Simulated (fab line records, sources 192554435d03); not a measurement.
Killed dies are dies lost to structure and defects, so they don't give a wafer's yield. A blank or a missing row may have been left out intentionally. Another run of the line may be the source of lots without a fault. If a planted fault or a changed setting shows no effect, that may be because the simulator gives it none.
Matching of chambers + flow n5 finfet + 4 sister chambers for N5_BEOL_M2_DESCUM_16 on rie diel-02
The step chemistry O2, time 7 s. 8 wafers are shown with their chamber, then 10 later ones without.

== WAFERS PAIRED WITH THEIR CHAMBERS ==
| wafer  | chamber | drypump motor current A (A) | throttle valve pct (%) |
|--------|---------|-----------------------------|------------------------|
| L084.1 | 2       | 5.37                        | 19.90                  |
| L086.1 | 1       | 5.56                        | 19.94                  |
| L088.2 | 2       | 5.34                        | 19.92                  |
| L088.6 | 0       | 5.96                        | 20.36                  |
| L089.2 | 0       | 5.96                        | 20.37                  |
| L089.5 | 3       | 6.11                        | 20.44                  |
| L091.1 | 1       | 5.59                        | 19.96                  |
| L091.3 | 3       | 6.11                        | 20.45                  |

== WAFERS WITHOUT THEIR CHAMBER ==
| wafer  | drypump motor current A (A) | throttle valve pct (%) |
|--------|-----------------------------|------------------------|
| L091.5 | 5.98                        | 20.38                  |
| L092.3 | 5.55                        | 19.97                  |
| L092.4 | 5.95                        | 20.38                  |
| L092.5 | 5.97                        | 20.37                  |
| L094.1 | 5.96                        | 20.37                  |
| L094.4 | 5.35                        | 19.93                  |
| L094.5 | 6.10                        | 20.47                  |
| L097.3 | 6.12                        | 20.47                  |
| L097.5 | 5.94                        | 20.39                  |
| L097.6 | 6.08                        | 20.46                  |

== CHAMBER TAKEN BY EACH ==
| wafer  | from the rows above | in truth |
|--------|---------------------|----------|
| L091.5 | 0                   | 0        |
| L092.3 | 1                   | 1        |
| L092.4 | 0                   | 0        |
| L092.5 | 0                   | 0        |
| L094.1 | 0                   | 0        |
| L094.4 | 2                   | 2        |
| L094.5 | 3                   | 3        |
| L097.3 | 3                   | 3        |
| L097.5 | 0                   | 0        |
| L097.6 | 3                   | 3        |
10 of 10 placed correctly. Left unplaced by these rows: 0. 0 placed wrongly.
How it was worked out, from the rows above alone: a wafer's distance from a chamber is the root of the sum, over the readings, of the square of ((its reading less the chamber's mean) divided by the reading's scatter). The wafer belongs to the nearest chamber; if the next one is less than 2 further off, it can't be placed. A chamber's mean is the mean of its shown wafers. The scatter: take each reading less its chamber's mean, square it, sum over the shown wafers, divide by the number of wafers less the number of chambers, and take the root.
